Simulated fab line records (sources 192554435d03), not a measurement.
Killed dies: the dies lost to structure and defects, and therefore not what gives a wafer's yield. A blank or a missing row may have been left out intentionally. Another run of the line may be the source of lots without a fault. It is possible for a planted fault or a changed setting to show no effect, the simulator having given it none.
Matching of chambers ; flow n5-finfet ; N5_FIN_SAQP_ETCH_69 on rie-diel-06: 4 sister chambers
The step etches SOC in N2/H2, stops on SiNx, target depth 150 nm. 18 wafers are shown with their chamber, then 9 later ones without.

WAFERS, EACH WITH ITS CHAMBER
wafer;chamber;showerhead-plenum-p-Torr (Torr);drypump-motor-current-A (A);throttle-valve-pct (%)
L076.1;0;2.71;5.7;17.48
L076.3;3;2.49;5.6;17.83
L076.5;2;2.65;5.6;18.29
L081.1;3;2.48;5.6;17.84
L081.5;0;2.71;5.7;17.48
L081.6;3;2.48;5.6;17.83
L082.1;3;2.48;5.6;17.84
L082.4;2;2.65;5.5;18.31
L082.6;2;2.65;5.5;18.31
L084.1;3;2.48;5.6;17.86
L084.2;0;2.71;5.7;17.50
L084.3;1;2.49;6.3;17.83
L087.1;3;2.48;5.6;17.87
L087.2;1;2.49;6.3;17.81
L087.5;3;2.48;5.6;17.87
L088.3;0;2.70;5.7;17.51
L088.4;1;2.49;6.3;17.84
L088.6;1;2.49;6.3;17.83

SIGNATURES (means of the wafers above)
reading;chamber 0;chamber 1;chamber 2;chamber 3;scatter within a chamber
showerhead-plenum-p-Torr;2.7075;2.4900;2.6500;2.4814;0.00339
drypump-motor-current-A;5.700;6.300;5.533;5.600;0.0218
throttle-valve-pct;17.4925;17.8275;18.3033;17.8486;0.0154
Rule: a wafer lies at a distance from a chamber equal to the root of the sum of squares, over the readings, of (its reading less the chamber's mean, divided by the reading's scatter). The wafer belongs to the nearest chamber; if the next one is less than 2 further off, it can't be placed. The scatter: the root of (the sum of the squares of (reading less its chamber's mean) over the shown wafers, divided by (wafers less chambers)).

WAFERS MISSING THEIR CHAMBER
wafer;showerhead-plenum-p-Torr (Torr);drypump-motor-current-A (A);throttle-valve-pct (%)
L091.1;2.64;5.6;18.35
L091.4;2.64;5.6;18.33
L091.5;2.47;5.5;17.88
L095.1;2.69;5.7;17.55
L095.2;2.63;5.6;18.36
L095.3;2.47;5.6;17.89
L097.2;2.49;6.3;17.40
L097.4;2.47;5.6;17.92
L097.5;2.49;6.3;17.40

CHAMBER TAKEN BY EACH
wafer;from the rows above;in truth
L091.1;2;2
L091.4;2;2
L091.5;3;3
L095.1;0;0
L095.2;2;2
L095.3;3;3
L097.2;1;1
L097.4;3;3
L097.5;1;1
9 of 9 placed correctly. Number that these rows cannot place: 0. Number placed wrongly: 0.
